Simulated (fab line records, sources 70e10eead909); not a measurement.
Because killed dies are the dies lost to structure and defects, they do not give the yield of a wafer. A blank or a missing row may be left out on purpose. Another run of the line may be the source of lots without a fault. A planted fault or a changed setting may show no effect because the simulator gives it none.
Chamber matching + flow nandHarc + 4 sister chambers for NHARC_P_BONDPAD_STRIP_15 on rieDiel-04
The step strips in O2. 8 wafers are shown with their chamber, then 8 later ones without.

== EACH WAFER AND ITS CHAMBER ==
| wafer  | chamber | throttleValvePct (%) | rfVppV (V) |
|--------|---------|----------------------|------------|
| L077.4 | 1       | 17.044               | 57.7       |
| L081.2 | 1       | 17.051               | 57.8       |
| L083.4 | 0       | 17.025               | 57.3       |
| L083.5 | 0       | 17.040               | 59.1       |
| L082.3 | 3       | 17.037               | 56.7       |
| L082.4 | 2       | 17.039               | 57.3       |
| L082.6 | 3       | 17.050               | 57.3       |
| L084.2 | 2       | 17.034               | 59.0       |

== WAFERS WITH NO CHAMBER GIVEN ==
| wafer  | throttleValvePct (%) | rfVppV (V) |
|--------|----------------------|------------|
| L084.3 | 17.050               | 57.6       |
| L084.5 | 17.036               | 57.8       |
| L090.1 | 17.039               | 57.2       |
| L090.3 | 17.045               | 58.3       |
| L090.5 | 17.050               | 58.7       |
| L093.1 | 17.029               | 56.9       |
| L093.4 | 17.051               | 57.5       |
| L093.5 | 17.027               | 57.6       |

== WHICH CHAMBER EACH ONE RAN IN ==
| wafer  | from the rows above               | in truth |
|--------|-----------------------------------|----------|
| L084.3 | can't be placed: 1 or 3 or 2      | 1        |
| L084.5 | can't be placed: 2 or 0 or 3 or 1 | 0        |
| L090.1 | can't be placed: 3 or 2 or 1 or 0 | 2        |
| L090.3 | can't be placed: 1 or 2 or 3 or 0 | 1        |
| L090.5 | can't be placed: 1 or 2 or 3 or 0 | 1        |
| L093.1 | can't be placed: 0 or 2 or 3 or 1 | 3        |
| L093.4 | can't be placed: 1 or 3 or 2      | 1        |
| L093.5 | can't be placed: 0 or 2 or 3 or 1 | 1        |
Placed correctly: 0 of 8. Not placeable from these rows: 8 (in 8, the candidates include the true chamber). 0 placed wrongly.
How it was worked out, from the rows above alone: a wafer's distance from a chamber is the root of the sum, over the readings, of the square of ((its reading less the chamber's mean) divided by the reading's scatter). The wafer belongs to the nearest chamber; if the next one is less than 2 further off, it can't be placed. Each chamber's mean is taken over the wafers shown for it. The scatter: the root of (the sum of the squares of (reading less its chamber's mean) over the shown wafers, divided by (wafers less chambers)).
